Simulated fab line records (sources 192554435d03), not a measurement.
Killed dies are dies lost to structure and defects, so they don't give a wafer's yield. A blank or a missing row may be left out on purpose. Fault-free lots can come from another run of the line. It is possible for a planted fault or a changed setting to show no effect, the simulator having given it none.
Which tool did it? | flow n5 finfet | 9 lots, 27 wafers sampled, at 5 steps of a route of 1938

## WHAT EACH GAUGE READ, for each wafer
N5_BEOL_M2_CD_MEAS_18: pitch 36 nm, target cd 18 nm. Usual: 17.9 nm for cd nm, sd 0.36.
lot  | measured     | on        | cd nm (nm)     | flag
L808 | day 6 20:27  | cd sem-01 | 17.8 18.0 18.4 |
L809 | day 7 04:16  | cd sem-01 | 17.6 17.6 18.4 |
L810 | day 7 15:01  | cd sem-03 | 18.3 17.5 18.5 |
L812 | day 7 18:25  | cd sem-01 | 17.9 17.6 17.8 |
L815 | day 9 01:29  | cd sem-03 | 17.0 17.5 17.7 |
L817 | day 9 10:49  | cd sem-02 | 17.3 17.8 18.1 |
L820 | day 10 01:29 | cd sem-02 | 17.8 17.5 17.1 |
L821 | day 10 02:31 | cd sem-03 | 18.9 17.6 18.0 |
L826 | day 11 08:31 | cd sem-01 | 17.6 18.0 18.1 |

N5_BEOL_M2_CD_MEAS_28: target cd 26.2 nm, target cd y 24.1 nm. Usual: 26.12 nm for cd nm, sd 0.23.
lot  | measured     | on        | cd nm (nm)        | flag
L808 | day 6 20:46  | cd sem-03 | 26.53 25.95 26.29 |
L809 | day 7 04:42  | cd sem-01 | 26.09 26.27 25.97 |
L810 | day 7 15:20  | cd sem-03 | 26.05 26.21 26.20 |
L812 | day 7 18:54  | cd sem-02 | 26.30 26.29 26.33 |
L815 | day 9 01:57  | cd sem-01 | 26.03 25.91 26.17 |
L817 | day 9 11:08  | cd sem-03 | 25.84 26.14 26.21 |
L820 | day 10 01:47 | cd sem-02 | 25.68 25.80 25.96 |
L821 | day 10 02:50 | cd sem-03 | 26.16 26.21 25.87 |
L826 | day 11 08:57 | cd sem-01 | 25.93 26.58 26.07 |

N5_BEOL_M4_RC_MEAS_101. Usual: DIBL_N 35.8 mV/V, standard deviation 1.7; DIBL_P 35.3 mV/V, standard deviation 2; IOFF_N 0.150 nA/um, standard deviation 0.026; IOFF_P 0.194 nA/um, standard deviation 0.029; ION_N 667 uA/um, standard deviation 11; ION_P 456 uA/um, standard deviation 7.1; SS_N 71.4 mV/dec, standard deviation 0.65; SS_P 73.1 mV/dec, standard deviation 0.64; VT_N 251 mV, standard deviation 3; VT_P -252 mV, standard deviation 3.2.
lot  | measured     | on        | DIBL_N (mV/V)  | DIBL_P (mV/V)  | IOFF_N (nA/um)    | IOFF_P (nA/um)    | ION_N (uA/um) | ION_P (uA/um) | SS_N (mV/dec)  | SS_P (mV/dec)  | VT_N (mV)   | VT_P (mV)      | flag
L808 | day 9 17:53  | prober-01 | 36.5 32.5 35.6 | 36.8 32.0 36.5 | 0.156 0.103 0.150 | 0.193 0.136 0.190 | 678 649 675   | 461 447 466   | 72.2 70.9 71.2 | 73.0 71.8 74.1 | 253 258 250 | -252 -258 -254 |
L809 | day 11 02:30 | prober-01 | 37.5 38.0 35.9 | 35.6 37.8 35.0 | 0.165 0.195 0.141 | 0.191 0.236 0.187 | 659 665 644   | 444 447 442   | 72.8 72.9 72.0 | 73.9 74.3 72.9 | 253 246 253 | -255 -248 -253 |
L810 | day 10 07:59 | prober-02 | 36.1 36.0 37.7 | 36.4 36.0 37.8 | 0.148 0.150 0.173 | 0.197 0.196 0.228 | 663 671 666   | 452 462 457   | 71.0 71.1 72.4 | 73.3 73.4 74.0 | 252 253 247 | -252 -255 -250 |
L812 | day 11 04:16 | prober-02 | 36.4 37.6 34.9 | 35.5 37.3 33.0 | 0.157 0.187 0.123 | 0.188 0.220 0.159 | 673 688 658   | 457 463 450   | 71.0 71.5 70.8 | 72.8 73.7 73.2 | 251 246 256 | -249 -249 -253 |
L815 | day 12 05:59 | prober-02 | 34.0 32.6 36.1 | 35.8 33.2 38.3 | 0.141 0.123 0.184 | 0.208 0.172 0.250 | 676 667 680   | 468 458 468   | 70.9 70.8 71.3 | 72.7 71.9 73.2 | 250 251 247 | -249 -251 -243 |
L817 | day 12 13:01 | prober-01 | 34.5 33.9 35.6 | 36.0 34.6 36.7 | 0.148 0.136 0.175 | 0.217 0.202 0.238 | 665 660 671   | 464 463 462   | 71.5 70.9 71.9 | 73.9 72.9 73.8 | 250 251 247 | -247 -250 -246 |
L820 | day 13 19:43 | prober-02 | 36.6 35.7 35.0 | 34.3 35.7 32.6 | 0.161 0.151 0.134 | 0.192 0.210 0.162 | 668 677 659   | 456 458 449   | 72.1 72.2 71.6 | 74.2 73.4 72.8 | 251 249 253 | -252 -251 -255 |
L821 | day 12 22:57 | prober-01 | 35.4 36.5 36.5 | 34.1 35.8 34.9 | 0.146 0.153 0.155 | 0.177 0.193 0.184 | 670 656 661   | 454 447 453   | 71.3 72.2 71.7 | 72.7 72.5 73.5 | 251 251 251 | -253 -252 -252 |
L826 | day 14 15:12 | prober-02 | 36.4 35.6 38.0 | 34.8 34.5 37.2 | 0.156 0.137 0.190 | 0.168 0.160 0.194 | 648 665 679   | 436 450 455   | 72.4 71.5 72.3 | 73.4 73.4 74.3 | 254 251 248 | -253 -254 -253 |

## WHAT TOOL EACH LOT RAN ON (gives the tool, then ch and the chambers of the sampled wafers, and finally the start)
lot  | N5_BEOL_M2_ETCH_74                 | N5_BEOL_M2_ALD_98
L808 | rie diel-01 ch 0,1,3, day 6 20:01  | ald sin-01 ch 2,3, day 6 21:04
L809 | rie diel-04 ch 0,1,3, day 7 03:51  | ald sin-02 ch 0,1,3, day 7 04:58
L810 | rie diel-03 ch 0,1, day 7 14:35    | ald sin-04 ch 0,2, day 7 15:59
L812 | rie diel-03 ch 1,2,3, day 7 18:00  | ald sin-04 ch 2,3, day 7 19:31
L815 | rie diel-04 ch 0,2,3, day 9 01:02  | ald sin-02 ch 0,2,3, day 9 02:29
L817 | rie diel-01 ch 0,1,3, day 9 10:25  | ald sin-02 ch 1,2,3, day 9 11:43
L820 | rie diel-03 ch 1,2, day 10 00:50   | ald sin-01 ch 0,1, day 10 02:20
L821 | rie diel-04 ch 0,1,2, day 10 02:01 | ald sin-01 ch 0,1, day 10 03:05
L826 | rie diel-01 ch 0,2,3, day 11 08:07 | ald sin-01 ch 1,2, day 11 09:23
- N5_BEOL_M2_ETCH_74: etches underlayer in N2/H2, target depth 6.5 nm, time 5.2 s.
- N5_BEOL_M2_ALD_98: deposits SiO2, target thk 2.5 nm, pulse time 1 s, co reactant pulse time 1 s.

## WHAT THE TOOLS THEMSELVES READ (means of the sampled wafers that have a number; where no wafer has one, the mark that the record gives instead)
N5_BEOL_M2_ETCH_74. Usual: drypump motor current A 5.9 A, standard deviation 0.49; etch rf on time s 5.27 s, standard deviation 0.1; oes product au 0.66 a.u., standard deviation 0.085; rf vpp V 523.3 V, standard deviation 2.9; showerhead plenum p Torr 2.53 Torr, standard deviation 0.098; throttle valve pct 17.8 %, standard deviation 0.32.
lot  | tool        | drypump motor current A (A) | etch rf on time s (s) | oes product au (a.u.) | rf vpp V (V) | showerhead plenum p Torr (Torr) | throttle valve pct (%) | flag
L808 | rie diel-01 | 6.0                         | 5.16                  | 0.74                  | 522.7        | 2.53                            | 17.7                   |
L809 | rie diel-04 | 5.9                         | 5.36                  | 0.60                  | 523.3        | 2.53                            | 18.0                   |
L810 | rie diel-03 | 5.3                         | 5.33                  | 0.58                  | 523.4        | 2.55                            | 17.9                   |
L812 | rie diel-03 | 5.7                         | 5.26                  | 0.62                  | 524.7        | 2.57                            | 17.8                   |
L815 | rie diel-04 | 5.6                         | 5.31                  | 0.61                  | 522.7        | 2.45                            | 18.0                   |
L817 | rie diel-01 | 6.1                         | 5.22                  | 0.71                  | 523.3        | 2.52                            | 17.7                   |
L820 | rie diel-03 | 5.3                         | 5.24                  | 0.71                  | 522.3        | 2.50                            | 17.5                   |
L821 | rie diel-04 | 6.0                         | 5.26                  | 0.67                  | 523.2        | 2.53                            | 18.0                   |
L826 | rie diel-01 | 6.3                         | 5.24                  | 0.66                  | 522.4        | 2.50                            | 17.9                   |

N5_BEOL_M2_ALD_98. Usual: heater power w 80 W, standard deviation 7.8; precursor pulse height rel 1.000, standard deviation 0.018.
lot  | tool       | heater power w (W) | precursor pulse height rel | flag
L808 | ald sin-01 | 77                 | 1.003                      |
L809 | ald sin-02 | 76                 | 0.985                      |
L810 | ald sin-04 | 76                 | 0.997                      |
L812 | ald sin-04 | 88                 | 1.007                      |
L815 | ald sin-02 | 77                 | 1.013                      |
L817 | ald sin-02 | 78                 | 0.997                      |
L820 | ald sin-01 | 90                 | 1.005                      |
L821 | ald sin-01 | 97                 | 1.017                      |
L826 | ald sin-01 | 78                 | 1.006                      |

## THE ANSWER, worked out from the rows above alone
Rule: a lot counts as off when the mean over its wafers that have a number is more than 3 standard deviations away from the usual mean. A lot without any number at a reading at which 4 lots or more have one is off too. All remaining lots with rows at the step are treated as sound. Order of review: gauges by route order, followed by the tools' own readings, for which a lot's mean as printed above is used. The first step at which some lot is off is used, and at that step the reading that is off furthest; a lot without a number counts as furthest.
Nothing can be told from this: no lot is off at any reading shown.

## WHAT THE SIMULATOR PUT IN
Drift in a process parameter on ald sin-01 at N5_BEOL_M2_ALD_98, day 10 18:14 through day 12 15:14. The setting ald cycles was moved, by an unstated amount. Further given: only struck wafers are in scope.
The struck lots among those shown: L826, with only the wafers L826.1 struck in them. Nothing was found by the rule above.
